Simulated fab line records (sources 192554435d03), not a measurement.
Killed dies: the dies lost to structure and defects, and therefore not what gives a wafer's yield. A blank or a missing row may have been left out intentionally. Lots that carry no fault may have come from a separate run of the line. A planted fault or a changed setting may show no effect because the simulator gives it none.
Split-lot trial	flow n5-finfet	on a route of 1938 steps: 7 lots, 39 wafers read

== ABOUT THE SPLIT ==
At N5_FIN_SAQP_ETCH_65 (etches SiO2 in CF4, target depth 4 nm, time 4.4 s), the setting time-s was moved away from the recipe's 4.4 s on 15 of the 39 wafers read, by -31.4% to +59.7%. This setting was run at the recipe's value on the other wafers.

Reading taken at the split's own step.

== THE READING ==
etch.depth-nm (the simulator's own value, which no gauge read), in nm, at N5_FIN_SAQP_ETCH_65 (etches SiO2 in CF4, target depth 4 nm, time 4.4 s). The file gives no usual value for it. Across the 24 wafers here that went through the recipe, the average is 4.030 nm and the standard deviation 0.16 nm.

wafer	tool, chamber at the split	time-s as run, s	against the recipe	etch.depth-nm, nm	against lot-mates on the recipe
L076.1	rie-si-02, 0	7.026	+59.7%	6.407	+2.603
L076.2	rie-si-02, 2	4.4	recipe	3.744	-
L076.3	rie-si-02, 3	4.4	recipe	3.966	-
L076.4	rie-si-02, 1	4.4	recipe	3.703	-
L076.5	rie-si-02, 2	7.026	+59.7%	6.063	+2.259
L076.6	rie-si-02, 1	7.026	+59.7%	5.937	+2.133
L077.1	rie-si-01, 3	6.388	+45.2%	6.236	+2.085
L077.2	rie-si-01, 0	4.4	recipe	4.195	-
L077.3	rie-si-01, 2	4.4	recipe	4.007	-
L077.4	rie-si-01, 3	4.4	recipe	4.25	-
L077.5	rie-si-01, 0	6.388	+45.2%	6.05	+1.899
L077.6	rie-si-01, 2	6.388	+45.2%	5.783	+1.632
L078.2	rie-si-01, 3	4.4	recipe	4.264	-
L078.3	rie-si-01, 2	4.4	recipe	4.013	-
L078.5	rie-si-01, 2	4.4	recipe	4.002	-
L088.1	rie-si-01, 3	4.4	recipe	4.189	-
L088.2	rie-si-01, 2	4.4	recipe	3.989	-
L088.3	rie-si-01, 0	4.4	recipe	4.186	-
L088.4	rie-si-01, 1	4.4	recipe	4.132	-
L088.5	rie-si-01, 0	4.4	recipe	4.194	-
L088.6	rie-si-01, 3	4.4	recipe	4.17	-
L089.1	rie-si-01, 0	6.271	+42.5%	5.981	+1.898
L089.2	rie-si-01, 2	4.4	recipe	4.004	-
L089.3	rie-si-01, 1	6.271	+42.5%	5.974	+1.891
L089.4	rie-si-01, 3	6.271	+42.5%	6.035	+1.952
L089.5	rie-si-01, 3	4.4	recipe	4.209	-
L089.6	rie-si-01, 2	4.4	recipe	4.036	-
L092.1	rie-si-02, 2	3.017	-31.4%	2.643	-1.242
L092.2	rie-si-02, 3	4.4	recipe	4.011	-
L092.3	rie-si-02, 0	4.4	recipe	3.911	-
L092.4	rie-si-02, 1	3.017	-31.4%	2.56	-1.325
L092.5	rie-si-02, 1	4.4	recipe	3.732	-
L092.6	rie-si-02, 0	3.017	-31.4%	2.709	-1.176
L095.1	rie-si-02, 0	3.285	-25.3%	2.953	-0.985
L095.2	rie-si-02, 1	3.285	-25.3%	2.752	-1.186
L095.3	rie-si-02, 3	4.4	recipe	3.962	-
L095.4	rie-si-02, 2	3.285	-25.3%	2.879	-1.059
L095.5	rie-si-02, 3	4.4	recipe	3.975	-
L095.6	rie-si-02, 2	4.4	recipe	3.876	-

THE FIT
A straight line over all 39 wafers: etch.depth-nm changes by +0.0414 nm for each +1% of time-s; r = +0.98; the points scatter about the line by 0.2 nm.
The same after taking each lot's own level away (the mean of its wafers on the recipe; 39 wafers): +0.041 nm for each +1%; r = +0.99; scatter 0.13 nm.
According to that fit, moving time-s by its largest amount changes the reading by 2.4 nm.
From 3.8043 to 4.1507 nm: that is the span of the lots' own levels, equal to 2.2 times the standard deviation above.
So the lot-to-lot level changes the slope little: the two slopes agree.
Check: with one of the wafers moved furthest among these (+59.7%) left out of the fit, the line predicts +2.43 nm for it against its lot-mates. It came out at +2.6 nm against them.

== THE FILE'S OWN FIT ==
etch.depth-nm changes by +0.0411 nm for each +1% of time-s, r = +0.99.
